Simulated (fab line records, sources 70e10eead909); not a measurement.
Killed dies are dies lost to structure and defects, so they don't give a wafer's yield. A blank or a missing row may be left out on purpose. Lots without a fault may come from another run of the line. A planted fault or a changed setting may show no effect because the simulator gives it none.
fab line records | flow nand_harc
record lots=5 wafers=15 last_day=33
route steps=1302 shown P_GATE@202
lots that met no fault: from a run of the same line without faults
start_h: hours from the record's first day to the start of the lot's first wafer shown | wait_h: hours since the lot's step before | " the same as in the row above | L1.1+2: a row that stands for several wafers | - no value, or no start given | * or withheld: withheld | < > ~ a bound
route shown NAME@n: a module of which the file shows steps, and the number in the route of the first | usual: mean/standard deviation of fault-free wafers | same: alike in all rows | chamber/n: place in a boat | sites: the reading at each site | _std_site: their standard deviation | _edge_site: outer sites' mean less inner sites' | radius_mm: how far each site lies from the wafer's centre | mask NAME#n: copy n | behind: the tool/chamber that last shaped the wafer | hold: why the lot was held/for how many hours/how that ended | device: the transistor (n, p or np) that didn't switch | end of line: the same wafers' tests at the end of the route | a step without rows: its recipe alone | killed: dies lost to structure and defects at the first sort, not the wafer's yield | map: a wafer's dies, x killed, . not, _ none there
set.NAME: the setting as run; set.NAME@STEP: as run at that earlier step | model.NAME: the simulator's own value behind a step, which no gauge read
lots at some steps of the route; a table a step, a row a wafer
services: from which hour (start_h, from the record's first day; less than 0 if before it) a tool's chamber was out of use, for how many hours, and why
## steps
# step NHARC_P_GATE_DESCUM_93
# recipe time_s=3 o2_flow_sccm=200 ar_flow_sccm=0 bias_power_w=0 chemistry=O2
# usual drypump_motor_current_A=5.6/0.47 o2_flow_sccm=200.0/0.59 oes_product_au=0.999/0.0087 rf_vpp_V=57.8/0.87 showerhead_plenum_p_Torr=1.91/0.079 throttle_valve_pct=11.312/0.0083
# columns lot.wafer tool chamber start_h wait_h drypump_motor_current_A o2_flow_sccm oes_product_au rf_hours_counter_h rf_vpp_V showerhead_plenum_p_Torr throttle_valve_pct
L439.3 rie_diel-06 2 128.37 - 5.2 200.1 0.974 8 56.0 1.78 11.308
L439.6 " 3 " " 6.2 199.2 0.998 - 57.4 1.97 11.310
L439.5 " 0 " " 5.9 199.8 0.996 - 58.9 1.95 11.314
L438.3 rie_diel-10 3 128.82 - 6.4 200.2 1.004 2 58.6 1.80 11.305
L438.2 " 2 " " 6.4 200.2 0.998 2 57.2 1.91 11.322
L438.5 " 3 " " 6.4 200.3 1.000 - 55.8 1.80 11.311
L443.4 rie_diel-02 2 171.65 - 6.0 200.4 0.994 9 58.4 2.04 11.308
L443.5 " 0 " " 5.0 200.0 0.993 - 57.9 1.92 11.320
L443.6 " 1 " " 5.8 200.1 1.000 - 56.4 1.81 11.302
L446.1 rie_diel-02 3 198.16 - 5.2 198.9 0.996 11 58.7 1.91 11.299
L446.4 " 2 " " 5.9 199.8 1.001 - 59.2 2.04 11.304
L446.6 " 2 " " 6.0 199.5 1.010 - 58.0 2.04 11.307
L458.4 rie_diel-02 3 318.65 - 5.3 200.2 0.991 8 56.9 1.91 11.300
L458.3 " 1 " " 5.9 200.0 1.001 8 56.9 1.80 11.317
L458.6 " 3 " " 5.3 199.4 0.991 - 58.1 1.91 11.321
# step NHARC_P_GATE_IMPLANT_94
# recipe energy_kev=60 dose_cm2=2e+15 tilt_deg=7
# step NHARC_P_GATE_STRIP_113
# recipe power_w=1500 temp_c=110 time_s=740 chemistry=N2/H2
# usual drypump_motor_current_A=5.7/0.34 heater_power_w=88.4/2.3 temp_c=110.01/0.12
# columns lot.wafer tool chamber start_h wait_h drypump_motor_current_A heater_power_w rf_hours_counter_h temp_c
L439.3 plasma_asher-02 1 128.95 0.4 6.1 87.5 - 109.84
L439.5 " 1 " " 6.1 91.7 - 109.89
L439.6 " 0 " " 5.4 86.9 - 110.13
L438.2 plasma_asher-02 0 129.61 0.6 5.4 88.1 10 109.95
L438.3 " 0 " " 5.4 89.5 - 109.90
L438.5 " 0 " " 5.4 87.1 - 110.08
L443.4 plasma_asher-02 1 172.25 0.4 6.1 88.3 - 110.11
L443.5 " 1 " " 6.1 88.7 - 109.85
L443.6 " 0 " " 5.4 87.3 - 110.06
L446.1 plasma_asher-02 0 198.59 0.2 5.4 87.5 27 110.15
L446.4 " 0 " " 5.4 86.4 - 110.05
L446.6 " 1 " " 6.1 90.1 - 110.05
L458.3 plasma_asher-01 0 319.26 0.4 5.8 86.6 - 110.14
L458.4 " 1 " " 5.2 85.7 - 110.11
L458.6 " 0 " " 5.8 85.7 - 110.02
# step NHARC_P_GATE_STRIP_95
# recipe power_w=1500 temp_c=250 chemistry=O2
# usual drypump_motor_current_A=5.7/0.34 heater_power_w=330/9.1 temp_c=249.98/0.18
# columns lot.wafer tool chamber start_h wait_h drypump_motor_current_A heater_power_w rf_hours_counter_h temp_c
L439.3 plasma_asher-02 1 129.45 0.4 6.1 339 - 250.26
L439.5 " 1 " " 6.1 334 - 250.02
L439.6 " 0 " " 5.4 330 - 250.13
L438.2 plasma_asher-02 0 130.23 0.5 5.4 322 11 249.78
L438.3 " 0 " " 5.4 326 - 249.88
L438.5 " 0 " " 5.4 323 - 249.85
L443.4 plasma_asher-02 1 172.76 0.4 6.1 334 - 249.98
L443.5 " 1 " " 6.1 337 - 249.52
L443.6 " 0 " " 5.4 329 - 249.64
L446.1 plasma_asher-02 0 199.30 0.6 5.4 333 27 250.01
L446.4 " 0 " " 5.4 332 - 249.88
L446.6 " 1 " " 6.1 330 - 249.70
L458.3 plasma_asher-01 0 319.76 0.4 5.8 332 - 250.19
L458.4 " 1 " " 5.2 324 - 249.88
L458.6 " 0 " " 5.8 334 - 249.70
# step NHARC_P_GATE_STRIP_96
# recipe time_s=900 temp_c=130 chemistry=SPM
# step NHARC_P_GATE_RTA_64
# recipe temp_c=1050 time_s=1
# step NHARC_P_GATE_ETCH_77
# recipe target_depth_a=60 chemistry=dHF material=SiO2
# step NHARC_P_GATE_DEGAS_109
# recipe temp_c=300 time_s=60
# usual heater_power_w=447/54 susceptor_temp_C=300.00/0.17
# columns lot.wafer tool chamber start_h wait_h heater_power_w susceptor_temp_C
L439.3 pvd_sputter-01 - 130.30 0.1 487 299.93
L439.5 " - " " 424 299.78
L439.6 " - " " 558 300.18
L438.3 pvd_sputter-03 - 131.08 0.1 452 299.78
L438.2 " - " " 424 299.73
L438.5 " - " " 427 299.87
L443.4 pvd_sputter-01 - 173.60 0.1 438 300.14
L443.5 " - " " 422 300.08
L443.6 " - " " 552 300.08
L446.1 pvd_sputter-03 - 200.17 0.1 431 299.64
L446.4 " - " " 434 300.21
L446.6 " - " " 451 300.33
L458.4 pvd_sputter-02 - 320.61 0.1 400 299.70
L458.3 " - " " 498 300.04
L458.6 " - " " 495 300.11
# step NHARC_P_GATE_PRE_CLEAN_110
# recipe time_s=30 bias_v=200 gas=Ar
# step NHARC_P_GATE_SPUTTER_78
# recipe target_thk_a=100 material=Ni
# step NHARC_P_GATE_SPUTTER_79
# recipe target_thk_a=100 material=TiN
# step NHARC_P_GATE_RTA_80
# recipe temp_c=300 time_s=30
# step NHARC_P_GATE_STRIP_67
# recipe time_s=600 temp_c=130 chemistry=SPM
# usual bath_guard_temp_C=129.9/0.54 temp_c=129.99/0.15
# columns lot.wafer tool chamber start_h wait_h bath_guard_temp_C temp_c
L439.3 wet_bench-01 6 130.79 0.1 129.4 129.81
L439.6 " 7 " " 130.5 129.96
L439.5 " 1 " " 130.2 129.99
L438.3 wet_bench-07 6 131.58 0.1 129.5 129.80
L438.5 " 1 " " 130.3 129.81
L438.2 " 3 " " 130.0 129.95
L443.5 wet_bench-01 0 174.09 0.1 129.7 130.06
L443.6 " 1 " " 130.2 129.84
L443.4 " 4 " " 128.7 129.95
L446.4 wet_bench-07 5 200.66 0.1 130.3 130.29
L446.6 " 7 " " 129.6 130.26
L446.1 " 0 " " 130.0 129.98
L458.4 wet_bench-07 2 321.12 0.1 129.8 130.23
L458.6 " 4 " " 122.8 123.96
L458.3 " 5 " " 130.5 129.82
# step NHARC_P_GATE_RTA_82
# recipe temp_c=450 time_s=30
# usual lamp_power_pct=4.259/0.0062 lamp_zone_3_pct=4.258/0.0057 lamp_zone_5_pct=4.275/0.0059 wafer_temp_C_max=452.3/0.65
# columns lot.wafer tool chamber start_h wait_h lamp_power_pct lamp_zone_3_pct lamp_zone_5_pct wafer_temp_C_max
L439.3 rtp_anneal-02 0 131.14 - 4.249 4.255 4.277 452.4
L439.5 " 0 " " 4.253 4.256 4.277 452.0
L439.6 " 0 " " 4.254 4.251 4.274 452.5
L438.2 rtp_anneal-02 0 131.87 - 4.254 4.253 4.275 452.4
L438.3 " 0 " " 4.254 4.256 4.274 451.8
L438.5 " 0 " " 4.256 4.256 4.266 452.2
L443.4 rtp_anneal-02 0 174.44 - 4.251 4.251 4.269 451.8
L443.5 " 0 " " 4.249 4.254 4.267 451.9
L443.6 " 0 " " 4.252 4.258 4.270 453.4
L446.1 rtp_anneal-02 0 200.92 - 4.259 4.253 4.271 452.5
L446.4 " 0 " " 4.252 4.260 4.277 451.4
L446.6 " 0 " " 4.254 4.253 4.268 451.6
L458.3 rtp_anneal-02 0 321.42 - 4.260 4.250 4.272 451.3
L458.4 " 0 " " 4.249 4.246 4.272 451.2
L458.6 " 0 " " 4.260 4.254 4.264 450.9
## services
# columns tool chamber start_h hours kind
rie_diel-02 0 109.07 7.3 repair
plasma_asher-02 - 115.98 1.5 repair
rie_diel-06 - 130.20 9.0 pm
plasma_asher-01 - 156.52 0.3 repair
plasma_asher-01 - 159.12 3.5 repair
rie_diel-10 2 159.56 16.5 repair
wet_bench-07 - 160.00 8.0 pm
plasma_asher-01 - 165.00 9.0 pm
pvd_sputter-03 - 170.00 10.0 pm
rie_diel-10 1 170.50 2.6 repair
plasma_asher-02 - 173.71 7.3 repair
rie_diel-06 3 182.51 5.0 repair
rie_diel-02 1 190.69 22.9 repair
rie_diel-06 2 192.54 2.5 repair
rie_diel-02 0 192.58 42.1 repair
pvd_sputter-01 - 201.51 0.7 repair
rie_diel-02 - 216.85 9.0 pm
pvd_sputter-01 - 226.00 10.0 pm
rie_diel-10 - 232.16 0.1 repair
rie_diel-10 - 242.50 9.0 pm
plasma_asher-02 - 249.00 9.0 pm
wet_bench-01 - 277.60 8.0 pm
pvd_sputter-02 - 282.03 10.0 pm
rie_diel-06 - 307.20 9.0 pm
## key
first_sign step=NHARC_P_GATE_STRIP_67 reading=temp_c direction=down sigmas=42 usual=* struck=*
effect step=NHARC_P_GATE_STRIP_67 reading=bath_guard_temp_C direction=down sigmas=13 usual=* struck=*
met_at NHARC_P_GATE_STRIP_67
struck_wafers L458.6
tester_left_out L458
fault kind=process_parameter_drift tool=wet_bench-07 chamber=4 onset_h=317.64 steps=NHARC_P_GATE_STRIP_67 channel=temp_c offset=* shape=step end_h=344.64 acts_in=* stated=*
# tester_left_out: of these lots the tester's yield and bins aren't shown, on N5 and GAA mostly nor the transistor test; their killed dies are dies lost to structure and defects alone, not to doping, threshold or leakage, so they don't give the yield
